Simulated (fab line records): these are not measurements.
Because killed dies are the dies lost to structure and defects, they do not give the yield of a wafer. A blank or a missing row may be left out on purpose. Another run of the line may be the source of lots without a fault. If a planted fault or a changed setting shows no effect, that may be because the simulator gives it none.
Matching of chambers || flow nand_harc || pecvd-02 running NHARC_A_CONTACT_DEP_85: 3 sister chambers
The step deposits SiON, target thk 60 nm. 3 wafers are shown with their chamber, then 8 later ones without.

EACH WAFER AND ITS CHAMBER
{"wafer": "L129.3", "chamber": 2, "heater_power_w (W)": 631}
{"wafer": "L137.4", "chamber": 0, "heater_power_w (W)": 810}
{"wafer": "L138.1", "chamber": 1, "heater_power_w (W)": 894}

WAFERS WITH NO CHAMBER GIVEN
{"wafer": "L138.4", "heater_power_w (W)": 641}
{"wafer": "L138.5", "heater_power_w (W)": 889}
{"wafer": "L139.3", "heater_power_w (W)": 889}
{"wafer": "L139.4", "heater_power_w (W)": 889}
{"wafer": "L139.5", "heater_power_w (W)": 874}
{"wafer": "L140.1", "heater_power_w (W)": 840}
{"wafer": "L140.4", "heater_power_w (W)": 848}
{"wafer": "L140.5", "heater_power_w (W)": 633}

THE CHAMBER EACH PASSED THROUGH
{"wafer": "L138.4", "from the rows above": 2, "in truth": 2}
{"wafer": "L138.5", "from the rows above": 1, "in truth": 1}
{"wafer": "L139.3", "from the rows above": 1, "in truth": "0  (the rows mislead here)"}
{"wafer": "L139.4", "from the rows above": 1, "in truth": 1}
{"wafer": "L139.5", "from the rows above": 1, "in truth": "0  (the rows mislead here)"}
{"wafer": "L140.1", "from the rows above": "can't be placed: 0 or 1", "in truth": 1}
{"wafer": "L140.4", "from the rows above": "can't be placed: 0 or 1", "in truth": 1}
{"wafer": "L140.5", "from the rows above": 2, "in truth": 2}
Placed correctly: 4 of 8. Can't be placed from these rows: 2 (the true chamber is among the candidates in 2). Placed wrongly: 2.
How it was worked out, from the rows above alone: a wafer's distance from a chamber is the root of the sum, over the readings, of the square of ((its reading less the chamber's mean) divided by the reading's scatter). The wafer belongs to the nearest chamber; if the next one is less than 2 further off, it can't be placed. A chamber's mean is the mean of its shown wafers. The scatter: with one shown wafer a chamber, the root of the mean of the squares of how far each hidden wafer lies from its nearest shown one.
